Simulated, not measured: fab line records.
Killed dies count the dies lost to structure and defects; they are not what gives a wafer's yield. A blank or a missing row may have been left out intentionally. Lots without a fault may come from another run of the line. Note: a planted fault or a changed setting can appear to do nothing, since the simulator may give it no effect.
Chamber matching ; flow n5Finfet ; N5_FIN_SAQP_HM_OPEN_33 on rieDiel-06 has 4 sister chambers
The step chemistry CH3F/O2, target SiNx, target depth 49.4 nm, time 70.6 s. 8 wafers are shown with their chamber, then 6 later ones without.

WAFERS, EACH WITH ITS CHAMBER
wafer;chamber;rfVppV (V);showerheadPlenumPTorr (Torr)
L371.2;3;290;2.00
L372.2;2;307;2.00
L379.1;1;296;2.05
L379.5;0;300;2.03
L379.6;3;290;1.99
L382.2;0;301;2.03
L382.5;2;307;1.99
L382.6;1;295;2.05

WAFERS MISSING THEIR CHAMBER
wafer;rfVppV (V);showerheadPlenumPTorr (Torr)
L385.1;290;1.99
L385.3;301;2.03
L385.5;301;2.03
L391.1;290;1.99
L391.3;305;1.98
L391.4;300;2.03

WHICH CHAMBER EACH ONE RAN IN
wafer;from the rows above;in truth
L385.1;3;3
L385.3;0;0
L385.5;0;0
L391.1;3;3
L391.3;2;2
L391.4;0;0
Correctly placed: 6 of 6. From these rows, 0 cannot be placed. Placed wrongly: 0.
How it was worked out, from the rows above alone: a wafer's distance from a chamber is the root of the sum, over the readings, of the square of ((its reading less the chamber's mean) divided by the reading's scatter). If the next closest chamber is less than 2 further off than the closest, the wafer can't be placed; otherwise it belongs to the closest. For every chamber, the mean is computed from those of its wafers that are shown. How the scatter is found: for the shown wafers, subtract from each reading the mean of its chamber, square and add these, divide the total by (wafers less chambers), then take the root.
